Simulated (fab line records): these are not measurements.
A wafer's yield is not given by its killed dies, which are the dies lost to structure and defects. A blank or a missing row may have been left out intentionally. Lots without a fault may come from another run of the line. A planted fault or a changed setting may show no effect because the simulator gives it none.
Split-lot study | flow n5 finfet | on a route of 1938 steps: 7 lots, 21 wafers read

## THE SPLIT
At N5_BEOL_M1_EXPOSE_08 (exposes mask M1), the setting dose mj was moved away from the recipe's 33 on 6 of the 21 wafers read, by +1.9% to +6.7%. All remaining wafers had this setting at the recipe value.

## FROM THE SPLIT TO THE READING: what the file shows between them, 2 steps
- N5_BEOL_M1_PEB_09: peb time 60 s
- N5_BEOL_M1_DEVELOP_10: develop time 30 s

## THE READING
cd nm, in nm, at N5_BEOL_M1_CD_MEAS_11 (target cd 17.05 nm). A value of 17.07 nm with a standard deviation of 0.2 nm is what fault-free wafers of this fab line usually give.

wafer  | tool, chamber at the split | dose mj as run | against the recipe | cd nm, nm | against lot-mates on the recipe
L078.1 | euv scanner-01, 0          | 33             | recipe             | 17.03     | -
L078.2 | euv scanner-01, 0          | 33             | recipe             | 16.99     | -
L078.6 | euv scanner-01, 0          | 33             | recipe             | 16.57     | -
L079.4 | euv scanner-01, 0          | 33             | recipe             | 17.10     | -
L079.5 | euv scanner-01, 0          | 33             | recipe             | 17.39     | -
L079.6 | euv scanner-01, 0          | 35.21          | +6.7%              | 18.96     | +1.71
L082.2 | euv scanner-02, 0          | 33             | recipe             | 17.25     | -
L082.4 | euv scanner-02, 0          | 33             | recipe             | 17.06     | -
L082.6 | euv scanner-02, 0          | 33             | recipe             | 17.05     | -
L088.2 | euv scanner-02, 0          | 33             | recipe             | 16.84     | -
L088.5 | euv scanner-02, 0          | 33             | recipe             | 17.01     | -
L088.6 | euv scanner-02, 0          | 33             | recipe             | 16.91     | -
L090.2 | euv scanner-01, 0          | 33.64          | +1.9%              | 17.47     | +0.46
L090.3 | euv scanner-01, 0          | 33             | recipe             | 17.05     | -
L090.6 | euv scanner-01, 0          | 33             | recipe             | 16.96     | -
L092.1 | euv scanner-02, 0          | 34.2           | +3.6%              | 17.84     | no lot-mate on the recipe
L092.5 | euv scanner-02, 0          | 34.2           | +3.6%              | 17.83     | no lot-mate on the recipe
L092.6 | euv scanner-02, 0          | 34.2           | +3.6%              | 18.06     | no lot-mate on the recipe
L094.3 | euv scanner-02, 0          | 33             | recipe             | 16.97     | -
L094.5 | euv scanner-02, 0          | 33             | recipe             | 17.18     | -
L094.6 | euv scanner-02, 0          | 33.65          | +2.0%              | 17.39     | +0.32

FIT RESULTS
A straight line over all 21 wafers: cd nm changes by +0.266 nm for each +1% of dose mj; r = +0.95; the points scatter about the line by 0.17 nm.
The same after taking each lot's own level away (the mean of its wafers on the recipe; 18 wafers): +0.25 nm for each +1%; r = +0.96; scatter 0.13 nm.
That fit puts the effect of the largest move of dose mj on the reading at 1.7 nm.
The span of the lots' own levels, 16.863 to 17.245 nm, comes to 1.9 times the standard deviation stated above.
The two slopes are in agreement: the lot-to-lot level therefore moves the slope only a little.
Check: for one of the wafers moved furthest among these (+6.7%), held out of the fit, the line's prediction against its lot-mates is +1.33 nm. Against them it came out at +1.71 nm.

## OTHER SPLITS APPLIED TO THESE WAFERS
Other splits were also applied to these wafers ahead of the reading. Each is held against what the fit with the lots' levels taken away leaves over:
other split on the same wafers         | wafers away from the commonest value | r with cd nm (lot level and that fit taken away)
N5_MOL_CONTACT_COAG_ALD_133 ald cycles | 5                                    | +0.08
N5_BEOL_M0_SAQP_EXPOSE_37 dose mj      | 6                                    | +0.13
N5_BEOL_M1_ILD_DEP_00 time s           | 6                                    | -0.32

## THE WHOLE CHAIN: every reading that the file lists as answering this split, in the file's order
step                  | what it does                                                | reading                                                               | change (the file's fit)               | r (the file's)
N5_BEOL_M1_CD_MEAS_11 | target cd 17.05 nm                                          | cd nm                                                                 | +0.248 nm for each +1% of the setting | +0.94
N5_BEOL_M1_ETCH_74    | etches underlayer in N2/H2, target depth 6.5 nm, time 5.2 s | BEOL_M1.cd offset nm (the simulator's own value, which no gauge read) | +0.178 nm for each +1% of the setting | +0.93

## THE FILE'S OWN FIT
cd nm changes by +0.248 nm for each +1% of dose mj, r = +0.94.
